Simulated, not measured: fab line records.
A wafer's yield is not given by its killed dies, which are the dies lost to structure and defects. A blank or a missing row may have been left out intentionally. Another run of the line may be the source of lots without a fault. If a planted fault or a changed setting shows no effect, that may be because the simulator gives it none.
The tool behind it: which one? :: flow nand_harc :: 6 lots, 18 wafers sampled, at 2 steps of a route of 1302

WHAT THE GAUGES SHOWED, per wafer
NHARC_P_ZERO_WELL_CD_MEAS_24: target cd 720 nm.
lot: L603
measured: day 2 08:35
on: cd_sem-01
cd_nm (nm): 718.9 719.1 721.1

lot: L606
measured: day 3 14:28
on: cd_sem-02
cd_nm (nm): 719.5 719.8 718.5

lot: L610
measured: day 5 06:19
on: cd_sem-03
cd_nm (nm): 720.8 720.1 719.8

lot: L617
measured: day 8 04:29
on: cd_sem-02
cd_nm (nm): 718.9 720.0 719.4

lot: L619
measured: day 9 00:34
on: cd_sem-03
cd_nm (nm): 720.0 719.4 720.3

lot: L622
measured: day 10 06:35
on: cd_sem-02
cd_nm (nm): 718.1 719.8 721.2

TOOL THAT RAN EACH LOT (tool first, then ch and the chambers of the sampled wafers, then the start)
lot: L603
NHARC_P_ZERO_WELL_EXPOSE_21: krf_scanner-03 ch 0, day 2 08:26

lot: L606
NHARC_P_ZERO_WELL_EXPOSE_21: krf_scanner-03 ch 0, day 3 14:19

lot: L610
NHARC_P_ZERO_WELL_EXPOSE_21: krf_scanner-02 ch 0, day 5 06:10

lot: L617
NHARC_P_ZERO_WELL_EXPOSE_21: krf_scanner-04 ch 0, day 8 04:20

lot: L619
NHARC_P_ZERO_WELL_EXPOSE_21: krf_scanner-02 ch 0, day 9 00:25

lot: L622
NHARC_P_ZERO_WELL_EXPOSE_21: krf_scanner-04 ch 0, day 10 06:25
- NHARC_P_ZERO_WELL_EXPOSE_21: exposes mask P NWELL, target cd 720 nm.

THE ANSWER, worked out from the rows above alone
Rule: what is usual is taken from the lots themselves. Put in order of their means at a reading, lots are off if they are a third of the lots or fewer, leave a main group of 4 or more, and stand apart from it by a gap of 3 or more times the standard deviation of the main group's means; of several such gaps the widest counts. A main group whose means are all the same, to the digits that the tables above print for the reading, isn't used. Also off: a lot with no number at a reading for which 4 or more lots have one. Any other lot the step has rows for is counted as sound.
No lot is off on any of the readings shown, so nothing can be concluded from this.

WHAT WAS PUT IN BY THE SIMULATOR
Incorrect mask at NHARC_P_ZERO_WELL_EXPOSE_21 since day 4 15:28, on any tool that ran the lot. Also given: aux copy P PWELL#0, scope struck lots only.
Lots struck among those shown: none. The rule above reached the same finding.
